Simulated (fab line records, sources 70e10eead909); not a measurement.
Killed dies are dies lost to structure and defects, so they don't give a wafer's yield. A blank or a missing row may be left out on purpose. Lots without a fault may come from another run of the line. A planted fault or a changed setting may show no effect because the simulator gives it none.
Chamber matching | flow nand_harc | NHARC_P_M2_ETCH_35 on rie_diel-09: 4 sister chambers
The step etches the open film in N2/H2, target depth 40 nm, overetch 12 nm, time 43.94 s. 4 wafers are shown with their chamber, then 7 later ones without.

WAFERS WITH THEIR CHAMBER
wafer  | chamber | drypump_motor_current_A (A)
L198.6 | 0       | 5.3
L202.5 | 3       | 5.7
L201.1 | 1       | 6.4
L201.4 | 2       | 5.5

WAFERS WITHOUT THEIR CHAMBER
wafer  | drypump_motor_current_A (A)
L201.6 | 5.8
L206.1 | 6.4
L206.4 | 5.5
L206.6 | 5.5
L215.4 | 6.4
L215.5 | 5.3
L215.6 | 5.8

WHICH CHAMBER EACH WENT THROUGH
wafer  | from the rows above | in truth
L201.6 | 3                   | 3
L206.1 | 1                   | 1
L206.4 | 2                   | 2
L206.6 | 2                   | 2
L215.4 | 1                   | 1
L215.5 | 0                   | 0
L215.6 | 3                   | 3
Placed correctly: 7 of 7. Can't be placed from these rows: 0. Placed wrongly: 0.
How it was worked out, from the rows above alone: a wafer's distance from a chamber is the root of the sum, over the readings, of the square of ((its reading less the chamber's mean) divided by the reading's scatter). The wafer belongs to the nearest chamber; if the next one is less than 2 further off, it can't be placed. A chamber's mean is the mean of its shown wafers. The scatter: with one shown wafer a chamber, the root of the mean of the squares of how far each hidden wafer lies from its nearest shown one.
